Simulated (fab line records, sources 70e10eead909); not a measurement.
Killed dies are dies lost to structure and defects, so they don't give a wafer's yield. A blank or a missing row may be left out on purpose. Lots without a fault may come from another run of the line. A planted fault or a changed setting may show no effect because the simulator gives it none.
Chamber matching | flow nand_harc | NHARC_P_GATE_STRIP_101 on rie_diel-04: 4 sister chambers
The step strips in O2, time 20 s. 8 wafers are shown with their chamber, then 7 later ones without.

WAFERS WITH THEIR CHAMBER
wafer  | chamber | drypump_motor_current_A (A) | showerhead_plenum_p_Torr (Torr)
L581.2 | 0       | 4.8                         | 3.36
L586.4 | 3       | 6.5                         | 3.69
L591.5 | 1       | 5.7                         | 3.63
L593.1 | 1       | 5.7                         | 3.63
L593.3 | 2       | 5.8                         | 3.44
L593.5 | 2       | 5.8                         | 3.44
L598.4 | 3       | 6.6                         | 3.68
L598.5 | 0       | 4.8                         | 3.35

WAFERS WITHOUT THEIR CHAMBER
wafer  | drypump_motor_current_A (A) | showerhead_plenum_p_Torr (Torr)
L598.6 | 5.7                         | 3.63
L599.1 | 5.7                         | 3.63
L599.2 | 6.5                         | 3.68
L599.3 | 4.8                         | 3.35
L602.3 | 6.6                         | 3.68
L602.5 | 4.8                         | 3.35
L602.6 | 6.6                         | 3.68

WHICH CHAMBER EACH WENT THROUGH
wafer  | from the rows above | in truth
L598.6 | 1                   | 1
L599.1 | 1                   | 1
L599.2 | 3                   | 3
L599.3 | 0                   | 0
L602.3 | 3                   | 3
L602.5 | 0                   | 0
L602.6 | 3                   | 3
Placed correctly: 7 of 7. Can't be placed from these rows: 0. Placed wrongly: 0.
How it was worked out, from the rows above alone: a wafer's distance from a chamber is the root of the sum, over the readings, of the square of ((its reading less the chamber's mean) divided by the reading's scatter). The wafer belongs to the nearest chamber; if the next one is less than 2 further off, it can't be placed. A chamber's mean is the mean of its shown wafers. The scatter: the root of (the sum of the squares of (reading less its chamber's mean) over the shown wafers, divided by (wafers less chambers)).
